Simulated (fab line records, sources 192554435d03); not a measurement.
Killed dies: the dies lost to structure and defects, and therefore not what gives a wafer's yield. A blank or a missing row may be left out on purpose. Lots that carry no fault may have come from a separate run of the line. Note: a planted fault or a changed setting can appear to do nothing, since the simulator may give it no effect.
Which of the tools did it?    flow n5_finfet    12 lots, 36 wafers sampled, at 1 step of a route of 1938

== WHAT THE GAUGES SHOWED, per wafer ==
N5_BEOL_M15_THK_MEAS_01.
lot   measured      on             M15_ILD_THK (nm)
L075  day 12 04:44  film_metro-02  1613 1657 1633
L077  day 12 18:07  film_metro-01  1625 1632 1654
L080  day 13 16:37  film_metro-01  1627 1607 1639
L082  day 13 23:29  film_metro-01  1607 1629 1635
L081  day 14 02:57  film_metro-02  1625 1655 1635
L084  day 14 11:26  film_metro-01  1617 1624 1641
L088  day 14 18:32  film_metro-01  1618 1650 1626
L089  day 15 19:32  film_metro-02  1634 1637 1623
L091  day 16 09:22  film_metro-02  1613 1650 1656
L094  day 16 16:06  film_metro-02  1629 1666 1628
L095  day 17 18:02  film_metro-02  1610 1645 1613
L097  day 18 08:57  film_metro-01  1606 1641 1673

== TOOL THAT RAN EACH LOT (tool first, then ch and the chambers of the sampled wafers, then the start) ==
Record: no process step prior to these readings.

== THE ANSWER, worked out from the rows above alone ==
Rule: the usual values come from the lots themselves. The widest of any qualifying gaps counts: lots, ordered by their means at a reading, are off when they make up no more than a third of the lots, leave a main group of 4 or more, and stand apart from it by 3 or more times the standard deviation of that group's means. Not used: any main group whose means are identical at the precision the tables above print for the reading. A lot without any number at a reading at which 4 lots or more have one is off too. The other lots that the step has rows for count as sound.
Across all readings shown, no lot is off: no conclusion can be drawn from this.

== WHAT HAD BEEN PUT IN BY THE SIMULATOR ==
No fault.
